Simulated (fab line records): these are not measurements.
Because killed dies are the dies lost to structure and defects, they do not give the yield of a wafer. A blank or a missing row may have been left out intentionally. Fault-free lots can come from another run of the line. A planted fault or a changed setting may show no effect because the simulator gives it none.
Comparing a struck lot with a sound one | flow n5-finfet | 35 out of 1938 route steps
Sound: these wafers, L874.1, L874.4, L874.6. Struck: wafer L884.2 (left out: L884.1, L884.6 of the same lot, which were not struck); the cause appears at the end.
For every step that has rows: the tool of each side, followed by ch and its chambers, followed by its first start. Under that, the readings that differ: sound wafers | struck wafers | difference of the means | sigmas: that difference in standard deviations of wafers without a fault.
alike: same words and numbers on both sides, and readings whose means sit less than 2 such deviations apart. not compared: any withheld reading, any reading some wafer has no value for, any bound like >300 that may hide the same value, and any number with overlapping values for which the record gives no deviation.
A row with sigmas, a row that says differs or no value, or rows on one side alone: a step with any of these is where the two part. When numbers do not overlap yet have no deviation, they are printed without sigmas and do not part them. A reading that every wafer of one side lacks parts them only if that side has two wafers or more.

first, 11 steps without rows for these wafers: N5_MOL_CONTACT_COAG_STRIP_68 (strips in N2/H2); N5_MOL_CONTACT_COAG_STRIP_69 (strips in N2/H2); N5_MOL_CONTACT_COAG_ETCHBACK_136 (etches SiO2 in CHF3, target depth 25 nm, time 16.7 s); N5_MOL_CONTACT_COAG_STRIP_120 (strips in CHF3); N5_MOL_CONTACT_COAG_VIA_ETCH_117 (etches SiO2 in C4F6/O2, target depth 40 nm, overetch 8 nm, time 26 s); N5_MOL_CONTACT_COAG_ETCH_124 (etches SiNx in CH3F/O2, stops on SiOC, target depth 6.5 nm); N5_MOL_CONTACT_COAG_ETCH_48 (etches SiOC in C4F6/O2, target depth 15 nm, overetch 4.5 nm, time 17 s); N5_MOL_CONTACT_COAG_STRIP_72 (strips in N2/H2); N5_MOL_CONTACT_COAG_STRIP_49 (strips in N2/H2, time 30 s); N5_MOL_CONTACT_COAG_PRECLEAN_138 (cleans in alkaline clean, time 60 s); N5_MOL_CONTACT_COAG_SRD_139 (time 30 s).
N5_MOL_CONTACT_COAG_PRE_CLEAN_121:
  sound on cvd-w-01 ch 0,1, day 5 08:33; struck on cvd-w-01 ch 0,1, day 7 21:54
then, 22 steps without rows for these wafers: N5_MOL_CONTACT_COAG_CVD_140 (deposits W, target thk 66.5 nm, time 215 s); N5_MOL_CONTACT_COAG_PRECLEAN_127 (cleans in DIW, time 57.5 s); N5_MOL_CONTACT_COAG_SRD_128 (dry time 32 s); N5_MOL_CONTACT_COAG_CMP_52 (polishes, stops on SiO2, t overpolish 1.5 s, target thk 66.5 nm); N5_MOL_CONTACT_COAG_ANNEAL_112 (time 1800 s); N5_BEOL_M0_SAQP_PECVD_00 (deposits SiCN from 3MS/NH3, target thk 8 nm, time 14 s); N5_BEOL_M0_SAQP_ILD_DEP_01 (deposits SiOC from DEMS/O2, target thk 45.419 nm, time 8.7 s); N5_BEOL_M0_SAQP_HM_DEP_02 (deposits TiN, target thk 12 nm); N5_BEOL_M0_SAQP_PECVD_03 (deposits SiCN from 3MS/NH3, target thk 12 nm, time 21.1 s); N5_BEOL_M0_SAQP_PECVD_96 (deposits a-Si from SiH4/He, target thk 45 nm, time 45.2 s); N5_BEOL_M0_SAQP_PECVD_97 (deposits SiNx from SiH4/NH3/N2, target thk 23 nm, time 19.9 s); N5_BEOL_M0_SAQP_PECVD_04 (deposits a-Si from SiH4/He, target thk 60 nm, time 60.2 s); N5_BEOL_M0_SAQP_HM_DEP_111 (deposits SiO2 from SiH4/N2O, target thk 12 nm, time 7.2 s); N5_BEOL_M0_SAQP_COAT_81 (time 60 s, resist thk 100 nm); N5_BEOL_M0_SAQP_COAT_82 (time 60 s, resist thk 30 nm); N5_BEOL_M0_SAQP_COAT_08 (resist thk 90 nm); N5_BEOL_M0_SAQP_EBR_10; N5_BEOL_M0_SAQP_SOFTBAKE_09 (time 60 s); N5_BEOL_M0_SAQP_EXPOSE_11 (exposes mask M0 CORE, target cd 42 nm); N5_BEOL_M0_SAQP_PEB_12 (peb time 60 s); N5_BEOL_M0_SAQP_DEVELOP_13 (develop time 30 s); N5_BEOL_M0_SAQP_DESCUM_19 (chemistry O2, time 7.9 s).
-- a jump in the record: the struck wafers' starts before and after are 7 days apart (it breaks off in module BEOL_M0_SAQP and resumes in module PASSIVATION, where the first step shown is number 1936 of the route) --
N5_PASSIVATION_PROBE_49:
  only the struck wafers here have rows in the record (prober-01, day 15 01:46); the sound ones have none

== WHERE THEY PART ==
Only at N5_PASSIVATION_PROBE_49, as far as this record shows.

WHY: the cause the simulator had injected
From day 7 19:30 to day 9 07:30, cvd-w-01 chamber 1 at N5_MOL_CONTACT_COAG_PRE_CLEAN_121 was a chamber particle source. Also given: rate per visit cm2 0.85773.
